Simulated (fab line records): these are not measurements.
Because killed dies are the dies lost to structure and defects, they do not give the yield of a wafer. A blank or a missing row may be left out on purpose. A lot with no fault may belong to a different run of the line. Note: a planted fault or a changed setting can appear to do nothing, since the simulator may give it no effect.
Which tool is to blame? || flow n5_finfet || 11 lots with 30 wafers sampled at 6 steps, on a route of 1938 steps

## WHAT THE GAUGES READ, wafer by wafer
N5_BEOL_M4_THK_MEAS_01. Usual: M4_ILD_THK 78.7 nm, standard deviation 1.1.
{"lot": "L616", "measured": "day 7 10:07", "on": "film_metro-02", "M4_ILD_THK (nm)": "77.8 78.1", "flag": ""}
{"lot": "L619", "measured": "day 8 00:44", "on": "film_metro-02", "M4_ILD_THK (nm)": "79.2 78.5 79.2", "flag": ""}
{"lot": "L618", "measured": "day 8 10:24", "on": "film_metro-02", "M4_ILD_THK (nm)": "79.2 78.5", "flag": ""}
{"lot": "L620", "measured": "day 8 15:13", "on": "film_metro-01", "M4_ILD_THK (nm)": "78.6 79.6 80.2", "flag": ""}
{"lot": "L622", "measured": "day 8 18:18", "on": "film_metro-01", "M4_ILD_THK (nm)": "78.9 78.7 80.2", "flag": ""}
{"lot": "L623", "measured": "day 8 21:37", "on": "film_metro-02", "M4_ILD_THK (nm)": "80.2 78.1 80.0", "flag": ""}
{"lot": "L629", "measured": "day 11 19:33", "on": "film_metro-01", "M4_ILD_THK (nm)": "77.4 106.7 108.4", "flag": "OFF"}
{"lot": "L631", "measured": "day 11 23:16", "on": "film_metro-01", "M4_ILD_THK (nm)": "76.3 79.6 108.8", "flag": "OFF"}
{"lot": "L632", "measured": "day 12 00:04", "on": "film_metro-02", "M4_ILD_THK (nm)": "78.8 79.1 81.4", "flag": ""}
{"lot": "L637", "measured": "day 13 02:05", "on": "film_metro-01", "M4_ILD_THK (nm)": "79.2 80.5", "flag": ""}
{"lot": "L638", "measured": "day 13 15:35", "on": "film_metro-02", "M4_ILD_THK (nm)": "80.7 79.3 81.1", "flag": ""}

N5_BEOL_M4_RC_MEAS_101. Usual: DIBL_N 36.1 mV/V, standard deviation 2; DIBL_P 36.3 mV/V, standard deviation 2.5; IOFF_N 0.16 nA/um, standard deviation 0.037; IOFF_P 0.21 nA/um, standard deviation 0.039; ION_N 678 uA/um, standard deviation 15; ION_P 465 uA/um, standard deviation 8.7; SS_N 71.4 mV/dec, standard deviation 0.7; SS_P 73.3 mV/dec, standard deviation 0.74; VT_N 249 mV, standard deviation 3.6; VT_P -250.0 mV, standard deviation 2.9.
{"lot": "L616", "measured": "day 7 18:09", "on": "prober-01", "DIBL_N (mV/V)": "35.5 33.2", "DIBL_P (mV/V)": "36.4 33.5", "IOFF_N (nA/um)": "0.16 0.11", "IOFF_P (nA/um)": "0.26 0.20", "ION_N (uA/um)": "669 649", "ION_P (uA/um)": "475 462", "SS_N (mV/dec)": "72.2 71.1", "SS_P (mV/dec)": "73.6 72.7", "VT_N (mV)": "251 257", "VT_P (mV)": "-243.3 -247.6", "flag": ""}
{"lot": "L619", "measured": "day 8 13:13", "on": "prober-02", "DIBL_N (mV/V)": "33.3 36.9 33.6", "DIBL_P (mV/V)": "30.4 35.9 30.2", "IOFF_N (nA/um)": "0.09 0.14 0.09", "IOFF_P (nA/um)": "0.15 0.21 0.14", "ION_N (uA/um)": "643 684 642", "ION_P (uA/um)": "452 470 443", "SS_N (mV/dec)": "70.6 71.0 70.6", "SS_P (mV/dec)": "72.3 72.7 71.8", "VT_N (mV)": "257 250 258", "VT_P (mV)": "-252.8 -250.1 -255.9", "flag": ""}
{"lot": "L618", "measured": "day 8 23:31", "on": "prober-01", "DIBL_N (mV/V)": "35.7 37.6", "DIBL_P (mV/V)": "35.4 37.8", "IOFF_N (nA/um)": "0.14 0.18", "IOFF_P (nA/um)": "0.17 0.22", "ION_N (uA/um)": "675 674", "ION_P (uA/um)": "457 460", "SS_N (mV/dec)": "70.6 72.1", "SS_P (mV/dec)": "73.0 74.7", "VT_N (mV)": "254 249", "VT_P (mV)": "-255.2 -249.7", "flag": ""}
{"lot": "L620", "measured": "day 9 03:50", "on": "prober-01", "DIBL_N (mV/V)": "37.2 39.2 38.7", "DIBL_P (mV/V)": "35.6 36.4 36.8", "IOFF_N (nA/um)": "0.17 0.20 0.18", "IOFF_P (nA/um)": "0.23 0.25 0.26", "ION_N (uA/um)": "688 681 688", "ION_P (uA/um)": "472 459 473", "SS_N (mV/dec)": "71.7 72.3 72.6", "SS_P (mV/dec)": "74.1 73.8 73.2", "VT_N (mV)": "249 247 249", "VT_P (mV)": "-251.1 -249.6 -251.2", "flag": ""}
{"lot": "L622", "measured": "day 9 06:28", "on": "prober-01", "DIBL_N (mV/V)": "34.8 34.5 38.4", "DIBL_P (mV/V)": "35.2 35.1 40.7", "IOFF_N (nA/um)": "0.14 0.13 0.21", "IOFF_P (nA/um)": "0.18 0.17 0.27", "ION_N (uA/um)": "687 670 687", "ION_P (uA/um)": "470 459 472", "SS_N (mV/dec)": "71.5 71.3 72.4", "SS_P (mV/dec)": "72.7 73.1 74.3", "VT_N (mV)": "251 251 244", "VT_P (mV)": "-250.1 -251.9 -245.6", "flag": ""}
{"lot": "L623", "measured": "day 9 07:47", "on": "prober-02", "DIBL_N (mV/V)": "32.3 34.5 37.8", "DIBL_P (mV/V)": "30.4 33.9 38.5", "IOFF_N (nA/um)": "0.09 0.12 0.17", "IOFF_P (nA/um)": "0.14 0.18 0.25", "ION_N (uA/um)": "653 666 672", "ION_P (uA/um)": "459 465 467", "SS_N (mV/dec)": "70.1 71.4 71.9", "SS_P (mV/dec)": "71.2 73.0 73.8", "VT_N (mV)": "257 251 248", "VT_P (mV)": "-253.7 -250.1 -247.8", "flag": ""}
{"lot": "L629", "measured": "day 12 11:16", "on": "prober-02", "DIBL_N (mV/V)": 38.2, "DIBL_P (mV/V)": 39.3, "IOFF_N (nA/um)": 0.20, "IOFF_P (nA/um)": 0.22, "ION_N (uA/um)": 691, "ION_P (uA/um)": 468, "SS_N (mV/dec)": 72.0, "SS_P (mV/dec)": 73.3, "VT_N (mV)": 247, "VT_P (mV)": -249.6, "flag": ""}
{"lot": "L631", "measured": "day 12 21:02", "on": "prober-02", "DIBL_N (mV/V)": "38.7 37.1", "DIBL_P (mV/V)": "38.7 37.5", "IOFF_N (nA/um)": "0.22 0.20", "IOFF_P (nA/um)": "0.25 0.23", "ION_N (uA/um)": "690 690", "ION_P (uA/um)": "463 469", "SS_N (mV/dec)": "72.0 71.7", "SS_P (mV/dec)": "74.1 72.8", "VT_N (mV)": "246 246", "VT_P (mV)": "-247.5 -248.3", "flag": ""}
{"lot": "L632", "measured": "day 12 19:57", "on": "prober-02", "DIBL_N (mV/V)": "32.4 35.0 32.9", "DIBL_P (mV/V)": "32.2 36.2 34.0", "IOFF_N (nA/um)": "0.11 0.15 0.13", "IOFF_P (nA/um)": "0.13 0.18 0.16", "ION_N (uA/um)": "660 670 675", "ION_P (uA/um)": "448 458 461", "SS_N (mV/dec)": "70.8 71.6 70.4", "SS_P (mV/dec)": "71.7 73.5 71.8", "VT_N (mV)": "252 250 248", "VT_P (mV)": "-256.9 -254.3 -254.9", "flag": ""}
{"lot": "L637", "measured": "day 13 18:13", "on": "prober-02", "DIBL_N (mV/V)": "38.5 35.2", "DIBL_P (mV/V)": "39.9 34.9", "IOFF_N (nA/um)": "0.21 0.15", "IOFF_P (nA/um)": "0.22 0.16", "ION_N (uA/um)": "685 671", "ION_P (uA/um)": "455 451", "SS_N (mV/dec)": "72.0 70.6", "SS_P (mV/dec)": "74.3 72.9", "VT_N (mV)": "248 252", "VT_P (mV)": "-252.6 -256.1", "flag": ""}
{"lot": "L638", "measured": "day 14 13:26", "on": "prober-01", "DIBL_N (mV/V)": "39.8 36.3 37.8", "DIBL_P (mV/V)": "41.0 37.9 38.1", "IOFF_N (nA/um)": "0.25 0.17 0.21", "IOFF_P (nA/um)": "0.31 0.25 0.24", "ION_N (uA/um)": "702 687 689", "ION_P (uA/um)": "476 474 460", "SS_N (mV/dec)": "72.3 71.1 72.4", "SS_P (mV/dec)": "74.4 74.2 74.1", "VT_N (mV)": "242 246 244", "VT_P (mV)": "-245.9 -244.9 -248.1", "flag": ""}

## EACH LOT AND THE TOOL THAT RAN IT (in order: tool; ch and the chambers of the sampled wafers; start)
{"lot": "L616", "N5_BEOL_M3_ANNEAL_82": "pvd_sputter-02, day 7 07:37", "N5_BEOL_M3_SPUTTER_90": "pvd_sputter-02, day 7 08:12", "N5_BEOL_M3_CO_CAP_55": "cvd_co-01 ch 0,1, day 7 09:50", "N5_BEOL_M4_ILD_DEP_00": "pecvd-03 ch 1, day 7 10:03"}
{"lot": "L619", "N5_BEOL_M3_ANNEAL_82": "pvd_sputter-02, day 7 22:19", "N5_BEOL_M3_SPUTTER_90": "pvd_sputter-02, day 7 22:53", "N5_BEOL_M3_CO_CAP_55": "cvd_co-01 ch 1,2, day 8 00:25", "N5_BEOL_M4_ILD_DEP_00": "pecvd-03 ch 0,2, day 8 00:40"}
{"lot": "L618", "N5_BEOL_M3_ANNEAL_82": "pvd_sputter-03, day 8 07:59", "N5_BEOL_M3_SPUTTER_90": "pvd_sputter-03, day 8 08:34", "N5_BEOL_M3_CO_CAP_55": "cvd_co-02 ch 0,2, day 8 10:05", "N5_BEOL_M4_ILD_DEP_00": "pecvd-04 ch 0,2, day 8 10:20"}
{"lot": "L620", "N5_BEOL_M3_ANNEAL_82": "pvd_sputter-01, day 8 12:47", "N5_BEOL_M3_SPUTTER_90": "pvd_sputter-01, day 8 13:22", "N5_BEOL_M3_CO_CAP_55": "cvd_co-01 ch 1,2, day 8 14:53", "N5_BEOL_M4_ILD_DEP_00": "pecvd-03 ch 0,2, day 8 15:08"}
{"lot": "L622", "N5_BEOL_M3_ANNEAL_82": "pvd_sputter-01, day 8 15:50", "N5_BEOL_M3_SPUTTER_90": "pvd_sputter-01, day 8 16:25", "N5_BEOL_M3_CO_CAP_55": "cvd_co-02 ch 1,2, day 8 17:59", "N5_BEOL_M4_ILD_DEP_00": "pecvd-04 ch 0,1,2, day 8 18:14"}
{"lot": "L623", "N5_BEOL_M3_ANNEAL_82": "pvd_sputter-03, day 8 19:11", "N5_BEOL_M3_SPUTTER_90": "pvd_sputter-03, day 8 19:46", "N5_BEOL_M3_CO_CAP_55": "cvd_co-01 ch 1,2, day 8 21:18", "N5_BEOL_M4_ILD_DEP_00": "pecvd-03 ch 0,2, day 8 21:33"}
{"lot": "L629", "N5_BEOL_M3_ANNEAL_82": "pvd_sputter-01, day 11 17:07", "N5_BEOL_M3_SPUTTER_90": "pvd_sputter-01, day 11 17:42", "N5_BEOL_M3_CO_CAP_55": "cvd_co-01 ch 1,2, day 11 19:14", "N5_BEOL_M4_ILD_DEP_00": "pecvd-04 ch 0,1, day 11 19:29"}
{"lot": "L631", "N5_BEOL_M3_ANNEAL_82": "pvd_sputter-03, day 11 20:50", "N5_BEOL_M3_SPUTTER_90": "pvd_sputter-03, day 11 21:25", "N5_BEOL_M3_CO_CAP_55": "cvd_co-02 ch 0,1,2, day 11 22:57", "N5_BEOL_M4_ILD_DEP_00": "pecvd-04 ch 0,1,2, day 11 23:11"}
{"lot": "L632", "N5_BEOL_M3_ANNEAL_82": "pvd_sputter-02, day 11 21:40", "N5_BEOL_M3_SPUTTER_90": "pvd_sputter-02, day 11 22:14", "N5_BEOL_M3_CO_CAP_55": "cvd_co-01 ch 0,1,2, day 11 23:46", "N5_BEOL_M4_ILD_DEP_00": "pecvd-03 ch 0,2, day 12 00:01"}
{"lot": "L637", "N5_BEOL_M3_ANNEAL_82": "pvd_sputter-03, day 12 23:40", "N5_BEOL_M3_SPUTTER_90": "pvd_sputter-03, day 13 00:14", "N5_BEOL_M3_CO_CAP_55": "cvd_co-02 ch 0, day 13 01:46", "N5_BEOL_M4_ILD_DEP_00": "pecvd-03 ch 2, day 13 02:01"}
{"lot": "L638", "N5_BEOL_M3_ANNEAL_82": "pvd_sputter-02, day 13 13:10", "N5_BEOL_M3_SPUTTER_90": "pvd_sputter-02, day 13 13:45", "N5_BEOL_M3_CO_CAP_55": "cvd_co-01 ch 0,1,2, day 13 15:19", "N5_BEOL_M4_ILD_DEP_00": "pecvd-03 ch 0,1,2, day 13 15:32"}
- N5_BEOL_M3_ANNEAL_82: time 240 s.
- N5_BEOL_M3_SPUTTER_90: material Cu, target thk 4.5 nm, time 8.29 s.
- N5_BEOL_M3_CO_CAP_55: material Co, precursor CCTBA/H2, target thk 2 nm, time 102.1 s.
- N5_BEOL_M4_ILD_DEP_00: deposits SiOC from DEMS/O2, target thk 79 nm, time 15.3 s.

## AS READ BY THE TOOLS THEMSELVES (means over the sampled wafers that have a number; for cases with no such wafer, the mark the record gives instead)
N5_BEOL_M3_ANNEAL_82. Usual: 822 W for heater_power_w, sd 55.
{"lot": "L616", "tool": "pvd_sputter-02", "heater_power_w (W)": 921, "flag": ""}
{"lot": "L619", "tool": "pvd_sputter-02", "heater_power_w (W)": 829, "flag": ""}
{"lot": "L618", "tool": "pvd_sputter-03", "heater_power_w (W)": 815, "flag": ""}
{"lot": "L620", "tool": "pvd_sputter-01", "heater_power_w (W)": 762, "flag": ""}
{"lot": "L622", "tool": "pvd_sputter-01", "heater_power_w (W)": 789, "flag": ""}
{"lot": "L623", "tool": "pvd_sputter-03", "heater_power_w (W)": 828, "flag": ""}
{"lot": "L629", "tool": "pvd_sputter-01", "heater_power_w (W)": 797, "flag": ""}
{"lot": "L631", "tool": "pvd_sputter-03", "heater_power_w (W)": 845, "flag": ""}
{"lot": "L632", "tool": "pvd_sputter-02", "heater_power_w (W)": 918, "flag": ""}
{"lot": "L637", "tool": "pvd_sputter-03", "heater_power_w (W)": 826, "flag": ""}
{"lot": "L638", "tool": "pvd_sputter-02", "heater_power_w (W)": 894, "flag": ""}

N5_BEOL_M3_SPUTTER_90. Usual: 30.2 % for throttle_valve_pct, sd 0.94.
{"lot": "L616", "tool": "pvd_sputter-02", "throttle_valve_pct (%)": 30.0, "flag": ""}
{"lot": "L619", "tool": "pvd_sputter-02", "throttle_valve_pct (%)": 29.6, "flag": ""}
{"lot": "L618", "tool": "pvd_sputter-03", "throttle_valve_pct (%)": 30.3, "flag": ""}
{"lot": "L620", "tool": "pvd_sputter-01", "throttle_valve_pct (%)": 29.6, "flag": ""}
{"lot": "L622", "tool": "pvd_sputter-01", "throttle_valve_pct (%)": 30.3, "flag": ""}
{"lot": "L623", "tool": "pvd_sputter-03", "throttle_valve_pct (%)": 30.4, "flag": ""}
{"lot": "L629", "tool": "pvd_sputter-01", "throttle_valve_pct (%)": 30.3, "flag": ""}
{"lot": "L631", "tool": "pvd_sputter-03", "throttle_valve_pct (%)": 29.9, "flag": ""}
{"lot": "L632", "tool": "pvd_sputter-02", "throttle_valve_pct (%)": 30.6, "flag": ""}
{"lot": "L637", "tool": "pvd_sputter-03", "throttle_valve_pct (%)": 30.6, "flag": ""}
{"lot": "L638", "tool": "pvd_sputter-02", "throttle_valve_pct (%)": 29.9, "flag": ""}

N5_BEOL_M3_CO_CAP_55. Usual: heater_power_outer_w 126 W, standard deviation 14; heater_power_w 242 W, standard deviation 26.
{"lot": "L616", "tool": "cvd_co-01", "heater_power_outer_w (W)": 119, "heater_power_w (W)": 235, "flag": ""}
{"lot": "L619", "tool": "cvd_co-01", "heater_power_outer_w (W)": 117, "heater_power_w (W)": 233, "flag": ""}
{"lot": "L618", "tool": "cvd_co-02", "heater_power_outer_w (W)": 136, "heater_power_w (W)": 254, "flag": ""}
{"lot": "L620", "tool": "cvd_co-01", "heater_power_outer_w (W)": 129, "heater_power_w (W)": 244, "flag": ""}
{"lot": "L622", "tool": "cvd_co-02", "heater_power_outer_w (W)": 125, "heater_power_w (W)": 228, "flag": ""}
{"lot": "L623", "tool": "cvd_co-01", "heater_power_outer_w (W)": 116, "heater_power_w (W)": 227, "flag": ""}
{"lot": "L629", "tool": "cvd_co-01", "heater_power_outer_w (W)": 120, "heater_power_w (W)": 231, "flag": ""}
{"lot": "L631", "tool": "cvd_co-02", "heater_power_outer_w (W)": 124, "heater_power_w (W)": 242, "flag": ""}
{"lot": "L632", "tool": "cvd_co-01", "heater_power_outer_w (W)": 126, "heater_power_w (W)": 247, "flag": ""}
{"lot": "L637", "tool": "cvd_co-02", "heater_power_outer_w (W)": 139, "heater_power_w (W)": 273, "flag": ""}
{"lot": "L638", "tool": "cvd_co-01", "heater_power_outer_w (W)": 127, "heater_power_w (W)": 250, "flag": ""}

N5_BEOL_M4_ILD_DEP_00. Usual: heater_power_outer_w 267 W, standard deviation 48; heater_power_w 487 W, standard deviation 61; showerhead_plenum_p_Torr 5.697 Torr, standard deviation 0.017; throttle_valve_pct 11.9 %, standard deviation 0.41.
{"lot": "L616", "tool": "pecvd-03", "heater_power_outer_w (W)": 278, "heater_power_w (W)": 512, "showerhead_plenum_p_Torr (Torr)": 5.651, "throttle_valve_pct (%)": 12.4, "flag": ""}
{"lot": "L619", "tool": "pecvd-03", "heater_power_outer_w (W)": 270, "heater_power_w (W)": 461, "showerhead_plenum_p_Torr (Torr)": 5.700, "throttle_valve_pct (%)": 12.2, "flag": ""}
{"lot": "L618", "tool": "pecvd-04", "heater_power_outer_w (W)": 326, "heater_power_w (W)": 582, "showerhead_plenum_p_Torr (Torr)": 5.707, "throttle_valve_pct (%)": 11.7, "flag": ""}
{"lot": "L620", "tool": "pecvd-03", "heater_power_outer_w (W)": 272, "heater_power_w (W)": 468, "showerhead_plenum_p_Torr (Torr)": 5.696, "throttle_valve_pct (%)": 12.0, "flag": ""}
{"lot": "L622", "tool": "pecvd-04", "heater_power_outer_w (W)": 281, "heater_power_w (W)": 519, "showerhead_plenum_p_Torr (Torr)": 5.708, "throttle_valve_pct (%)": 12.1, "flag": ""}
{"lot": "L623", "tool": "pecvd-03", "heater_power_outer_w (W)": 245, "heater_power_w (W)": 440, "showerhead_plenum_p_Torr (Torr)": 5.698, "throttle_valve_pct (%)": 11.9, "flag": ""}
{"lot": "L629", "tool": "pecvd-04", "heater_power_outer_w (W)": 281, "heater_power_w (W)": 480, "showerhead_plenum_p_Torr (Torr)": 5.700, "throttle_valve_pct (%)": 12.1, "flag": ""}
{"lot": "L631", "tool": "pecvd-04", "heater_power_outer_w (W)": 255, "heater_power_w (W)": 468, "showerhead_plenum_p_Torr (Torr)": 5.712, "throttle_valve_pct (%)": 11.9, "flag": ""}
{"lot": "L632", "tool": "pecvd-03", "heater_power_outer_w (W)": 230, "heater_power_w (W)": 409, "showerhead_plenum_p_Torr (Torr)": 5.693, "throttle_valve_pct (%)": 11.7, "flag": ""}
{"lot": "L637", "tool": "pecvd-03", "heater_power_outer_w (W)": 246, "heater_power_w (W)": 440, "showerhead_plenum_p_Torr (Torr)": 5.683, "throttle_valve_pct (%)": 11.5, "flag": ""}
{"lot": "L638", "tool": "pecvd-03", "heater_power_outer_w (W)": 247, "heater_power_w (W)": 452, "showerhead_plenum_p_Torr (Torr)": 5.681, "throttle_valve_pct (%)": 12.1, "flag": ""}

## THE ANSWER, worked out from the rows above alone
Rule: lot off if the mean of its wafers having a number is beyond 3 standard deviations from the usual mean. Also off: a lot with no number at a reading for which 4 or more lots have one. Any other lot the step has rows for is counted as sound. Order of review: gauges by route order, followed by the tools' own readings, for which a lot's mean as printed above is used. At the first step where some lot is off, the reading lying furthest off is the one used; lots without a number count as furthest.
Off: L629, L631, seen at N5_BEOL_M4_THK_MEAS_01 (M4_ILD_THK).
A tool fits if, at a process step before that reading, it ran every lot that is off, and no sound lot after the first of them. The gauges at N5_BEOL_M4_THK_MEAS_01 are tried like those tools. One candidate fits, namely pecvd-04 at N5_BEOL_M4_ILD_DEP_00. Its last sound lot is L622 (day 8 18:14), its first lot that is off L629 (day 11 19:29): a fault that began between those two fits.

## WHAT HAD BEEN PUT IN BY THE SIMULATOR
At N5_BEOL_M4_ILD_DEP_00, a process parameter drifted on pecvd-04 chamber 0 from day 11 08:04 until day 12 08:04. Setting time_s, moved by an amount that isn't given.
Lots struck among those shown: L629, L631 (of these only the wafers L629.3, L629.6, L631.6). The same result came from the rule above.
